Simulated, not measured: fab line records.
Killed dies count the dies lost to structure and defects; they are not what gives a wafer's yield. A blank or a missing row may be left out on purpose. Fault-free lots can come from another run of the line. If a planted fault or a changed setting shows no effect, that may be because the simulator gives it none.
Which tool did it? | flow n5_finfet | 10 lots, 29 wafers sampled, at 6 steps of a route of 1938

WHAT EACH GAUGE READ, for each wafer
N5_BEOL_M0_SAQP_CD_MEAS_40: target cd 30 nm.
lot  | measured     | on        | cd_nm (nm)
L700 | day 6 05:04  | cd_sem-01 | 29.55 30.04 30.11
L702 | day 6 07:35  | cd_sem-01 | 29.73 29.92 29.99
L703 | day 6 23:46  | cd_sem-01 | 29.45 29.92
L707 | day 7 14:53  | cd_sem-01 | 30.15 30.56 29.90
L708 | day 7 20:15  | cd_sem-02 | 29.78 29.73 29.49
L709 | day 8 01:44  | cd_sem-03 | 30.30 30.00 30.14
L712 | day 8 20:47  | cd_sem-01 | 29.94 29.91 29.82
L713 | day 8 23:58  | cd_sem-02 | 30.57 30.32 30.02
L715 | day 9 15:22  | cd_sem-01 | 16.24 29.96 15.78
L723 | day 11 11:45 | cd_sem-01 | 30.17 30.21 29.78

N5_BEOL_M0_SAQP_INSPECT_42: inspects for defects (brightfield).
lot  | measured     | on                | raw_defect_count
L700 | day 6 05:09  | defect_inspect-02 | 197 290 200
L702 | day 6 07:40  | defect_inspect-01 | 282 298 187
L703 | day 6 23:51  | defect_inspect-01 | 173 303
L707 | day 7 14:58  | defect_inspect-01 | 277 235 296
L708 | day 7 20:20  | defect_inspect-01 | 235 273 362
L709 | day 8 01:50  | defect_inspect-01 | 285 273 296
L712 | day 8 20:53  | defect_inspect-02 | 233 289 238
L713 | day 9 00:03  | defect_inspect-01 | 203 183 191
L715 | day 9 15:27  | defect_inspect-01 | 267 319 260
L723 | day 11 11:50 | defect_inspect-02 | 218 216 196

N5_BEOL_M4_RC_MEAS_101.
lot  | measured     | on        | DIBL_N (mV/V)  | DIBL_P (mV/V)  | IOFF_N (nA/um) | IOFF_P (nA/um) | ION_N (uA/um) | ION_P (uA/um) | SS_N (mV/dec)  | SS_P (mV/dec)  | VT_N (mV)   | VT_P (mV)
L700 | day 12 07:17 | prober-01 | 36.6 38.5 40.1 | 36.6 38.0 42.1 | 0.17 0.20 0.26 | 0.24 0.25 0.36 | 669 675 688   | 464 460 471   | 72.1 72.3 72.8 | 72.7 73.1 73.9 | 249 248 243 | -245 -243 -241
L702 | day 12 01:04 | prober-02 | 42.7 36.7 42.0 | 41.4 34.8 40.6 | 0.26 0.13 0.25 | 0.31 0.18 0.30 | 704 672 707   | 480 465 482   | 73.3 71.3 72.9 | 74.6 72.9 74.4 | 244 254 245 | -245 -254 -247
L703 | day 12 12:42 | prober-02 | 38.0 37.4      | 37.0 37.3      | 0.19 0.16      | 0.20 0.21      | 692 681       | 462 459       | 71.4 71.2      | 73.3 73.3      | 247 249     | -252 -252
L707 | day 13 10:34 | prober-01 | 40.2 39.1 38.9 | 40.8 39.3 38.2 | 0.22 0.21 0.19 | 0.27 0.24 0.22 | 673 687 662   | 456 465 449   | 72.8 72.5 71.9 | 74.5 73.8 73.5 | 246 247 251 | -248 -248 -251
L708 | day 13 18:59 | prober-02 | 38.7 36.7 37.4 | 39.1 36.1 39.1 | 0.19 0.15 0.18 | 0.25 0.18 0.25 | 679 680 695   | 459 458 471   | 72.9 72.5 72.8 | 74.1 73.9 74.3 | 248 250 251 | -251 -256 -250
L709 | day 13 21:57 | prober-01 | 37.6 40.3 38.8 | 36.9 38.5 38.6 | 0.16 0.23 0.18 | 0.23 0.25 0.24 | 664 682 670   | 460 461 455   | 72.0 72.7 71.5 | 74.0 74.1 73.5 | 250 247 251 | -249 -245 -250
L712 | day 14 15:04 | prober-02 | 40.5 34.8 39.7 | 39.8 32.8 38.2 | 0.25 0.13 0.21 | 0.26 0.16 0.23 | 689 669 681   | 464 452 462   | 72.8 70.7 72.7 | 74.4 72.4 73.4 | 242 250 246 | -247 -253 -252
L713 | day 15 17:26 | prober-01 | 34.6 36.4 39.1 | 35.0 37.2 40.1 | 0.14 0.16 0.21 | 0.19 0.22 0.27 | 668 673 685   | 461 461 458   | 70.6 71.1 72.7 | 73.0 73.6 73.4 | 249 251 247 | -250 -251 -248
L715 | day 15 09:02 | prober-01 | 37.4           | 36.3           | 0.16           | 0.22           | 676           | 468           | 71.1           | 73.8           | 248         | -250
L723 | day 17 18:26 | prober-02 | 36.5 33.3 36.9 | 36.5 31.9 37.3 | 0.16 0.12 0.19 | 0.26 0.17 0.26 | 662 680 686   | 460 463 475   | 71.5 70.8 72.2 | 73.6 73.0 74.0 | 250 248 248 | -245 -251 -246

EACH LOT AND THE TOOL THAT RAN IT (in order: tool; ch and the chambers of the sampled wafers; start)
lot  | N5_BEOL_M0_SAQP_ETCH_107           | N5_BEOL_M0_SAQP_SPACER2_ALD_26    | N5_BEOL_M0_SAQP_EXPOSE_37
L700 | rie_diel-03 ch 0,1,3, day 6 03:46  | ald_sin-02 ch 1,3, day 6 04:01    | euv_scanner-02 ch 0, day 6 04:57
L702 | rie_diel-02 ch 1,2,3, day 6 05:36  | ald_sin-02 ch 1,2,3, day 6 06:22  | euv_scanner-01 ch 0, day 6 07:28
L703 | rie_diel-03 ch 1,2, day 6 22:17    | ald_sin-03 ch 1, day 6 22:34      | euv_scanner-01 ch 0, day 6 23:38
L707 | rie_diel-03 ch 1,3, day 7 13:27    | ald_sin-01 ch 0,2,3, day 7 13:41  | euv_scanner-02 ch 0, day 7 14:45
L708 | rie_diel-03 ch 2,3, day 7 18:57    | ald_sin-01 ch 0,1, day 7 19:12    | euv_scanner-02 ch 0, day 7 20:07
L709 | rie_diel-06 ch 1,3, day 8 00:11    | ald_sin-01 ch 0,1, day 8 00:28    | euv_scanner-01 ch 0, day 8 01:36
L712 | rie_diel-02 ch 1,2,3, day 8 18:51  | ald_sin-02 ch 0,1, day 8 19:33    | euv_scanner-02 ch 0, day 8 20:40
L713 | rie_diel-03 ch 1,2,3, day 8 21:55  | ald_sin-03 ch 0,1,3, day 8 22:46  | euv_scanner-01 ch 0, day 8 23:50
L715 | rie_diel-06 ch 2,3, day 9 13:41    | ald_sin-01 ch 0,1,3, day 9 14:11  | euv_scanner-01 ch 0, day 9 15:14
L723 | rie_diel-06 ch 1,2,3, day 11 10:27 | ald_sin-02 ch 0,1,3, day 11 10:42 | euv_scanner-02 ch 0, day 11 11:37
- N5_BEOL_M0_SAQP_ETCH_107: etches SiNx in CH3F/O2, target depth 30 nm.
- N5_BEOL_M0_SAQP_SPACER2_ALD_26: deposits SiO2, target thk 15 nm, pulse time 1 s, purge time 2 s.
- N5_BEOL_M0_SAQP_EXPOSE_37: exposes mask M0 CUT1, target cd 30 nm.

AS READ BY THE TOOLS THEMSELVES (means over the sampled wafers that have a number; for cases with no such wafer, the mark the record gives instead)
N5_BEOL_M0_SAQP_ETCH_107.
lot  | tool        | O2_flow_sccm (sccm) | drypump_motor_current_A (A) | oes_f_703_au (a.u.) | oes_o_777_au (a.u.) | oes_product_au (a.u.) | rf_vpp_V (V) | showerhead_plenum_p_Torr (Torr) | throttle_valve_pct (%)
L700 | rie_diel-03 | 20.01               | 5.9                         | 0.77                | 0.75                | 0.74                  | 293          | 2.03                            | 16.5
L702 | rie_diel-02 | 20.00               | 5.4                         | 0.81                | 0.81                | 0.80                  | 299          | 2.03                            | 16.4
L703 | rie_diel-03 | 19.95               | 6.0                         | 0.75                | 0.74                | 0.74                  | 299          | 1.98                            | 16.1
L707 | rie_diel-03 | 19.99               | 6.3                         | 0.77                | 0.76                | 0.75                  | 300          | 2.05                            | 16.4
L708 | rie_diel-03 | 19.95               | 6.3                         | 0.76                | 0.75                | 0.74                  | 299          | 1.99                            | 16.3
L709 | rie_diel-06 | 20.02               | 5.5                         | 0.74                | 0.74                | 0.75                  | 298          | 1.93                            | 16.9
L712 | rie_diel-02 | 19.96               | 5.3                         | 0.78                | 0.79                | 0.78                  | 298          | 2.02                            | 16.5
L713 | rie_diel-03 | 19.99               | 6.1                         | 0.75                | 0.74                | 0.74                  | 300          | 2.00                            | 16.3
L715 | rie_diel-06 | 20.01               | 5.7                         | 0.83                | 0.81                | 0.80                  | 300          | 2.11                            | 16.2
L723 | rie_diel-06 | 20.03               | 5.6                         | 0.81                | 0.79                | 0.80                  | 300          | 2.05                            | 16.5

N5_BEOL_M0_SAQP_SPACER2_ALD_26.
lot  | tool       | heater_power_w (W) | precursor_pulse_height_rel
L700 | ald_sin-02 | 432                | 1.003
L702 | ald_sin-02 | 457                | 1.001
L703 | ald_sin-03 | 450                | 1.022
L707 | ald_sin-01 | 541                | 1.012
L708 | ald_sin-01 | 453                | 1.002
L709 | ald_sin-01 | 491                | 1.012
L712 | ald_sin-02 | 490                | 0.996
L713 | ald_sin-03 | 468                | 0.994
L715 | ald_sin-01 | 482                | 1.003
L723 | ald_sin-02 | 465                | 1.000

THE ANSWER, worked out from the rows above alone
Rule: what is usual is taken from the lots themselves. The widest of any qualifying gaps counts: lots, ordered by their means at a reading, are off when they make up no more than a third of the lots, leave a main group of 4 or more, and stand apart from it by 3 or more times the standard deviation of that group's means. Not used: any main group whose means are identical at the precision the tables above print for the reading. Also off: a lot with no number at a reading for which 4 or more lots have one. All remaining lots with rows at the step are treated as sound. The gauges are gone through in route order, then the tools' own readings, and for those a lot's mean is taken as printed above. The first step at which some lot is off is used, and at that step the reading that is off furthest; a lot without a number counts as furthest.
Off: L715 (N5_BEOL_M0_SAQP_CD_MEAS_40, cd_nm). The main group has a mean of 29.97 nm with a standard deviation of 0.21.
A tool fits if, at a process step before that reading, it ran every lot that is off, and no sound lot after the first of them. Those tools and the gauges at N5_BEOL_M0_SAQP_CD_MEAS_40 are tried in the same way. Can't be told from this: 2 tools fit, ald_sin-01 at N5_BEOL_M0_SAQP_SPACER2_ALD_26, euv_scanner-01 at N5_BEOL_M0_SAQP_EXPOSE_37.

WHAT HAD BEEN PUT IN BY THE SIMULATOR
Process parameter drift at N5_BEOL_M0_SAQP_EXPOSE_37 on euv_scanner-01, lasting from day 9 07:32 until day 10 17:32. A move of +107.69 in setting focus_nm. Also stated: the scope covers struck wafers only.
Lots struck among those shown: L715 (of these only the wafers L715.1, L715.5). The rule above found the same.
